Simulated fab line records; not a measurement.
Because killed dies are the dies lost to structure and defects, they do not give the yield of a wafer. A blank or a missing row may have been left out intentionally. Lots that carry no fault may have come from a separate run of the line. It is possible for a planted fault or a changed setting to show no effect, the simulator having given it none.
Matching of chambers | flow nandHarc | 4 sister chambers for NHARC_P_ZERO_WELL_DESCUM_39 on rieDiel-02
The step chemistry O2, time 3 s. 7 wafers are shown with their chamber, then 9 later ones without.

EACH WAFER AND ITS CHAMBER
wafer  | chamber | drypumpMotorCurrentA (A) | rfVppV (V)
L083.2 | 0       | 5.5                      | 58.0
L083.6 | 1       | 6.2                      | 57.2
L089.1 | 2       | 6.1                      | 58.6
L089.6 | 1       | 6.1                      | 58.1
L091.4 | 3       | 6.0                      | 58.5
L091.5 | 0       | 5.4                      | 58.1
L091.6 | 3       | 6.0                      | 58.2

WAFERS WITHOUT THEIR CHAMBER
wafer  | drypumpMotorCurrentA (A) | rfVppV (V)
L092.3 | 5.6                      | 57.4
L092.4 | 6.0                      | 56.9
L092.6 | 6.0                      | 58.1
L093.2 | 6.2                      | 58.1
L093.3 | 6.1                      | 57.6
L093.4 | 5.5                      | 58.5
L094.1 | 6.1                      | 57.7
L094.2 | 6.2                      | 57.3
L094.5 | 6.0                      | 57.0

EACH ONE'S CHAMBER
wafer  | from the rows above          | in truth
L092.3 | 0                            | 0
L092.4 | can't be placed: 1 or 3 or 2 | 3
L092.6 | can't be placed: 3 or 2      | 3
L093.2 | can't be placed: 1 or 2      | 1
L093.3 | can't be placed: 1 or 2 or 3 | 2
L093.4 | 0                            | 0
L094.1 | can't be placed: 1 or 2 or 3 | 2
L094.2 | 1                            | 1
L094.5 | can't be placed: 1 or 3 or 2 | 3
Correct placement for 3 of the 9. From these rows, 6 cannot be placed; in 6 the true chamber is one of the candidates. Number placed wrongly: 0.
How it was worked out, from the rows above alone: a wafer's distance from a chamber is the root of the sum, over the readings, of the square of ((its reading less the chamber's mean) divided by the reading's scatter). The wafer belongs to the nearest chamber; if the next one is less than 2 further off, it can't be placed. The mean given for a chamber averages the wafers shown for that chamber. The scatter is the square root of a quotient: the sum, over the shown wafers, of each reading's squared deviation from its chamber's mean, divided by wafers minus chambers.
